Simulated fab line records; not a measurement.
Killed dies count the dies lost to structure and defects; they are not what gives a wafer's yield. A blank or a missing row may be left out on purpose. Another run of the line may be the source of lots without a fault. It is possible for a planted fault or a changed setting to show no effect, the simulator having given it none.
Chamber matching ; flow nandHarc ; 4 sister chambers for NHARC_A_CHANNEL_HOLE_D2_DESCUM_15 on rieDiel-09
The step chemistry O2, time 3 s. 8 wafers are shown with their chamber, then 9 later ones without.

== WAFERS WITH THEIR CHAMBER ==
wafer;chamber;showerheadPlenumPTorr (Torr);rfVppV (V)
L130.3;2;1.78;56.3
L136.1;0;1.86;56.7
L137.1;0;1.86;56.8
L137.2;3;1.92;58.4
L137.5;3;1.92;58.2
L142.2;1;1.98;58.5
L142.4;2;1.77;58.3
L142.6;1;1.98;58.4

== WAFERS WITHOUT THEIR CHAMBER ==
wafer;showerheadPlenumPTorr (Torr);rfVppV (V)
L148.3;1.98;58.3
L148.5;1.86;56.5
L148.6;1.91;56.4
L150.2;1.98;58.1
L150.4;1.91;56.5
L150.6;1.91;59.0
L151.4;1.77;57.9
L151.5;1.98;58.1
L151.6;1.86;59.2

== CHAMBER TAKEN BY EACH ==
wafer;from the rows above;in truth
L148.3;1;1
L148.5;0;0
L148.6;3;3
L150.2;1;1
L150.4;3;3
L150.6;3;3
L151.4;2;2
L151.5;1;1
L151.6;0;0
9 of 9 placed correctly. Can't be placed from these rows: 0. Wrongly placed: 0.
How it was worked out, from the rows above alone: a wafer's distance from a chamber is the root of the sum, over the readings, of the square of ((its reading less the chamber's mean) divided by the reading's scatter). If the next closest chamber is less than 2 further off than the closest, the wafer can't be placed; otherwise it belongs to the closest. A chamber's mean is the mean of its shown wafers. How the scatter is found: for the shown wafers, subtract from each reading the mean of its chamber, square and add these, divide the total by (wafers less chambers), then take the root.
